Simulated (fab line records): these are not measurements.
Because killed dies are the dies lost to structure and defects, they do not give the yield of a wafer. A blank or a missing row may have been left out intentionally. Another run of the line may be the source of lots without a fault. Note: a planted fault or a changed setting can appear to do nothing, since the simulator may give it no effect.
Which tool did it? | flow n5 finfet | 28 wafers from 10 lots sampled at 5 of the route's 1938 steps

## WHAT THE GAUGES SHOWED, per wafer
N5_HKMG_FIN_OVL_MEAS_50. Usual: NDIPOLE_OVL typically reads -0.1 nm, with standard deviation 0.77.
lot  | measured    | on         | NDIPOLE_OVL (nm) | flag
L963 | day 4 04:04 | overlay-02 | -0.5 -0.8 -0.4   |
L964 | day 4 11:01 | overlay-01 | 0.1 -0.4 -0.7    |
L965 | day 4 11:28 | overlay-02 | -0.6 -0.9 0.0    |
L966 | day 4 23:19 | overlay-02 | -0.4 -0.7 -0.7   |
L967 | day 5 00:31 | overlay-02 | 0.0 -0.4         |
L969 | day 5 11:07 | overlay-02 | -0.2 -0.4        |
L971 | day 5 23:35 | overlay-02 | 1.1 0.5 0.8      |
L976 | day 7 05:38 | overlay-02 | -1.2 -1.2 -0.2   |
L979 | day 8 12:49 | overlay-01 | -0.5 -0.2 -0.6   |
L985 | day 9 15:26 | overlay-01 | -0.4 -0.4 -1.2   |

N5_HKMG_FIN_INSPECT_61: inspects for defects (macro). Usual: raw defect count reads 1.8 (standard deviation 1.3).
lot  | measured    | on                | raw defect count | flag
L963 | day 4 04:05 | defect inspect-01 | 1 0 3            |
L964 | day 4 11:02 | defect inspect-01 | 4 3 2            |
L965 | day 4 11:29 | defect inspect-01 | 3 3 0            |
L966 | day 4 23:20 | defect inspect-01 | 0 3 2            |
L967 | day 5 00:32 | defect inspect-01 | 2 0              |
L969 | day 5 11:08 | defect inspect-02 | 1 3              |
L971 | day 6 00:33 | defect inspect-02 | 1 3 0            |
L976 | day 7 05:40 | defect inspect-01 | 0 2 4            |
L979 | day 8 12:50 | defect inspect-01 | 1 1 2            |
L985 | day 9 15:27 | defect inspect-02 | 0 0 1            |

N5_BEOL_M4_RC_MEAS_101. Usual: DIBL_N 36.4 mV/V, standard deviation 1.9; DIBL_P 35.8 mV/V, standard deviation 2.1; IOFF_N 0.158 nA/um, standard deviation 0.029; IOFF_P 0.21 nA/um, standard deviation 0.035; ION_N 676 uA/um, standard deviation 14; ION_P 465 uA/um, standard deviation 9.7; SS_N 71.5 mV/dec, standard deviation 0.66; SS_P 73.4 mV/dec, standard deviation 0.7; VT_N 249.8 mV, standard deviation 3; VT_P -250 mV, standard deviation 3.3.
lot  | measured     | on        | DIBL_N (mV/V)  | DIBL_P (mV/V)  | IOFF_N (nA/um)    | IOFF_P (nA/um) | ION_N (uA/um) | ION_P (uA/um) | SS_N (mV/dec)  | SS_P (mV/dec)  | VT_N (mV)         | VT_P (mV)      | flag
L963 | day 9 10:20  | prober-01 | 38.5 37.8 37.9 | 39.9 36.8 37.4 | 0.219 0.196 0.190 | 0.27 0.21 0.21 | 677 677 665   | 463 455 452   | 71.9 72.8 72.8 | 75.0 73.8 74.1 | 242.7 249.7 250.0 | -249 -251 -253 |
L964 | day 9 11:25  | prober-01 | 34.4 33.5 34.8 | 34.7 33.8 35.7 | 0.131 0.116 0.143 | 0.20 0.19 0.22 | 649 652 674   | 451 456 473   | 71.3 70.9 71.7 | 73.2 73.1 73.1 | 250.7 254.2 250.6 | -249 -249 -248 |
L965 | day 9 10:26  | prober-02 | 38.1 37.7 35.1 | 37.1 36.5 33.8 | 0.194 0.180 0.139 | 0.26 0.25 0.21 | 698 703 691   | 479 489 482   | 71.5 71.7 70.8 | 73.5 73.9 72.7 | 243.8 246.4 249.2 | -245 -247 -247 |
L966 | day 9 17:47  | prober-01 | 37.6 35.9 36.8 | 38.6 36.5 36.9 | 0.146 0.124 0.142 | 0.62 0.53 0.56 | 654 644 652   | 495 490 494   | 70.9 71.0 71.7 | 73.8 73.6 73.1 | 253.7 256.7 253.6 | -220 -223 -224 | OFF
L967 | day 9 19:14  | prober-02 | 38.7 37.0      | 39.5 37.7      | 0.200 0.170       | 0.23 0.21      | 693 694       | 465 473       | 72.1 71.2      | 74.2 73.7      | 246.4 248.1       | -250 -253      |
L969 | day 10 17:08 | prober-02 | 37.6 38.4      | 35.5 36.2      | 0.155 0.171       | 0.22 0.22      | 688 690       | 474 471       | 70.3 71.1      | 73.1 73.4      | 249.2 250.3       | -248 -246      |
L971 | day 11 02:13 | prober-02 | 36.7 33.3 37.8 | 36.4 32.6 36.6 | 0.144 0.099 0.150 | 0.73 0.55 0.76 | 677 668 660   | 518 515 510   | 72.4 70.9 72.5 | 73.9 72.2 73.8 | 254.2 258.2 255.5 | -214 -217 -213 | OFF
L976 | day 12 22:19 | prober-01 | 36.3 35.3 37.1 | 36.4 35.0 36.8 | 0.150 0.140 0.162 | 0.20 0.18 0.21 | 664 671 683   | 454 454 460   | 71.9 71.2 71.9 | 73.8 72.8 73.5 | 249.2 251.6 251.9 | -253 -254 -253 |
L979 | day 13 14:19 | prober-02 | 37.2 35.7 38.0 | 36.5 33.7 36.4 | 0.184 0.157 0.185 | 0.24 0.20 0.23 | 702 689 687   | 483 468 467   | 71.8 71.6 72.3 | 73.5 72.7 73.7 | 245.4 246.4 245.8 | -248 -250 -250 |
L985 | day 14 22:58 | prober-02 | 37.2 35.6 36.6 | 37.9 36.8 37.2 | 0.162 0.142 0.151 | 0.22 0.20 0.22 | 671 679 670   | 459 464 461   | 72.3 71.2 71.8 | 73.8 72.9 73.7 | 250.7 250.5 252.0 | -250 -249 -248 |

## TOOL THAT RAN EACH LOT (tool first, then ch and the chambers of the sampled wafers, then the start)
lot  | N5_HKMG_FIN_ETCH_55               | N5_HKMG_FIN_ALD_36
L963 | rie diel-03 ch 1,2, day 4 04:13   | ald metal-04 ch 0,1,3, day 4 06:21
L964 | rie diel-04 ch 0,1,3, day 4 11:10 | ald metal-02 ch 0,3, day 4 13:21
L965 | rie diel-03 ch 0,2, day 4 11:40   | ald metal-02 ch 0,2,3, day 4 13:51
L966 | rie diel-03 ch 0,1,2, day 4 23:33 | ald metal-02 ch 0,2,3, day 5 01:38
L967 | rie diel-05 ch 2,3, day 5 00:40   | ald metal-02 ch 2,3, day 5 02:41
L969 | rie diel-05 ch 0,3, day 5 11:24   | ald metal-02 ch 0,3, day 5 13:27
L971 | rie diel-04 ch 0,2, day 6 00:41   | ald metal-01 ch 1,2,3, day 6 02:44
L976 | rie diel-03 ch 1,3, day 7 05:47   | ald metal-01 ch 0,1,2, day 7 07:49
L979 | rie diel-03 ch 0,2,3, day 8 12:58 | ald metal-01 ch 0,1,2, day 8 15:00
L985 | rie diel-04 ch 0,1, day 9 15:35   | ald metal-02 ch 0,2,3, day 9 17:42
- N5_HKMG_FIN_ETCH_55: etches SOC in N2/H2, target depth 240 nm, time 300 s.
- N5_HKMG_FIN_ALD_36: deposits TiN, target thk 1 nm, pulse time 1 s, purge time 3 s.

## WHAT THE TOOLS THEMSELVES READ (means of the sampled wafers that have a number; where no wafer has one, the mark that the record gives instead)
N5_HKMG_FIN_ETCH_55. Usual: drypump motor current A 5.7 A, standard deviation 0.61; oes product au 0.81 a.u., standard deviation 0.086; rf vpp V 523.8 V, standard deviation 2.3; showerhead plenum p Torr 2.55 Torr, standard deviation 0.083; throttle valve pct 17.87 %, standard deviation 0.26.
lot  | tool        | drypump motor current A (A) | oes product au (a.u.) | rf vpp V (V) | showerhead plenum p Torr (Torr) | throttle valve pct (%) | flag
L963 | rie diel-03 | 4.8                         | 0.92                  | 523.5        | 2.50                            | 18.03                  |
L964 | rie diel-04 | 6.2                         | 0.75                  | 525.7        | 2.61                            | 17.94                  |
L965 | rie diel-03 | 5.3                         | 0.84                  | 521.7        | 2.48                            | 18.02                  |
L966 | rie diel-03 | 5.1                         | 0.84                  | 521.4        | 2.47                            | 18.08                  |
L967 | rie diel-05 | 6.2                         | 0.91                  | 522.2        | 2.54                            | 17.55                  |
L969 | rie diel-05 | 5.4                         | 0.91                  | 523.8        | 2.55                            | 17.62                  |
L971 | rie diel-04 | 5.8                         | 0.73                  | 522.2        | 2.48                            | 18.01                  |
L976 | rie diel-03 | 5.0                         | 0.88                  | 522.9        | 2.48                            | 17.71                  |
L979 | rie diel-03 | 5.3                         | 0.90                  | 524.3        | 2.56                            | 17.75                  |
L985 | rie diel-04 | 6.2                         | 0.77                  | 523.7        | 2.55                            | 17.92                  |

N5_HKMG_FIN_ALD_36. Usual: heater power w 873 W, standard deviation 93; precursor pulse height rel 0.998, standard deviation 0.021.
lot  | tool         | heater power w (W) | precursor pulse height rel | flag
L963 | ald metal-04 | 860                | 1.006                      |
L964 | ald metal-02 | 849                | 0.999                      |
L965 | ald metal-02 | 852                | 1.006                      |
L966 | ald metal-02 | 842                | 0.995                      |
L967 | ald metal-02 | 862                | 0.967                      |
L969 | ald metal-02 | 834                | 0.986                      |
L971 | ald metal-01 | 864                | 0.999                      |
L976 | ald metal-01 | 915                | 0.988                      |
L979 | ald metal-01 | 923                | 0.993                      |
L985 | ald metal-02 | 855                | 1.001                      |

## THE ANSWER, worked out from the rows above alone
Rule: lot off if the mean of its wafers having a number is beyond 3 standard deviations from the usual mean. A lot without any number at a reading at which 4 lots or more have one is off too. Where the step has rows for the other lots, those lots are counted as sound. Order of review: gauges by route order, followed by the tools' own readings, for which a lot's mean as printed above is used. At the first step where some lot is off, the reading lying furthest off is the one used; lots without a number count as furthest.
Off: L966, L971, at N5_BEOL_M4_RC_MEAS_101 (IOFF_P).
If a tool, at a process step before that reading, ran all the lots that are off and no sound lot after the first of them, it fits. Those tools and the gauges at N5_BEOL_M4_RC_MEAS_101 are tried in the same way. Not one of the candidates tried fits.

## WHAT THE SIMULATOR HAD PUT IN
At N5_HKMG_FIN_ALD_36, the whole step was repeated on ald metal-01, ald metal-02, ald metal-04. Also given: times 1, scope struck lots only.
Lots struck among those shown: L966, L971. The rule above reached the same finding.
